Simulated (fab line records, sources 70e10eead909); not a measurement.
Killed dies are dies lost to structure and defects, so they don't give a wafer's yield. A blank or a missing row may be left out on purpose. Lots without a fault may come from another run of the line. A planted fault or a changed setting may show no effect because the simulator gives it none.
Chamber matching | flow nand_harc | NHARC_A_CHANNEL_FILL_D1_ALD_14 on ald_hk-04: 4 sister chambers
The step deposits SiO2, target thk 2.5 nm, pulse time 10 s, ald cycles 25. 18 wafers are shown with their chamber, then 9 later ones without.

WAFERS WITH THEIR CHAMBER
wafer  | chamber | heater_power_w (W) | precursor_pulse_height_rel
L076.1 | 2       | 544                | 1.015
L076.3 | 3       | 492                | 1.005
L076.6 | 0       | 403                | 0.973
L075.3 | 0       | 391                | 1.018
L075.4 | 2       | 560                | 0.927
L075.5 | 0       | 387                | 1.017
L080.1 | 0       | 388                | 1.017
L080.4 | 1       | 490                | 1.009
L080.5 | 1       | 494                | 0.988
L086.2 | 2       | 531                | 0.994
L086.3 | 3       | 494                | 0.989
L086.4 | 1       | 494                | 0.970
L090.1 | 0       | 385                | 1.024
L090.3 | 3       | 505                | 0.996
L090.6 | 0       | 402                | 1.034
L092.2 | 0       | 400                | 1.033
L092.3 | 3       | 489                | 0.994
L092.5 | 0       | 388                | 0.953

SIGNATURES (means of the wafers above)
reading                    | chamber 0 | chamber 1 | chamber 2 | chamber 3 | scatter within a chamber
heater_power_w             | 393.00    | 492.67    | 545.00    | 495.00    | 8.29
precursor_pulse_height_rel | 1.00862   | 0.98900   | 0.97867   | 0.99600   | 0.0283
Rule: a wafer's distance from a chamber is the root of the sum, over the readings, of the square of ((its reading less the chamber's mean) divided by the reading's scatter). The wafer belongs to the nearest chamber; if the next one is less than 2 further off, it can't be placed. The scatter: the root of (the sum of the squares of (reading less its chamber's mean) over the shown wafers, divided by (wafers less chambers)).

WAFERS WITHOUT THEIR CHAMBER
wafer  | heater_power_w (W) | precursor_pulse_height_rel
L095.1 | 487                | 1.005
L095.2 | 398                | 0.997
L095.4 | 496                | 0.970
L096.3 | 484                | 1.002
L096.5 | 496                | 0.989
L096.6 | 556                | 1.007
L097.1 | 547                | 1.015
L097.2 | 493                | 1.023
L097.6 | 496                | 0.962

WHICH CHAMBER EACH WENT THROUGH
wafer  | from the rows above     | in truth
L095.1 | can't be placed: 1 or 3 | 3
L095.2 | 0                       | 0
L095.4 | can't be placed: 1 or 3 | 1
L096.3 | can't be placed: 1 or 3 | 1
L096.5 | can't be placed: 3 or 1 | 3
L096.6 | 2                       | 2
L097.1 | 2                       | 2
L097.2 | can't be placed: 3 or 1 | 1
L097.6 | can't be placed: 1 or 3 | 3
Placed correctly: 3 of 9. Can't be placed from these rows: 6 (the true chamber is among the candidates in 6). Placed wrongly: 0.
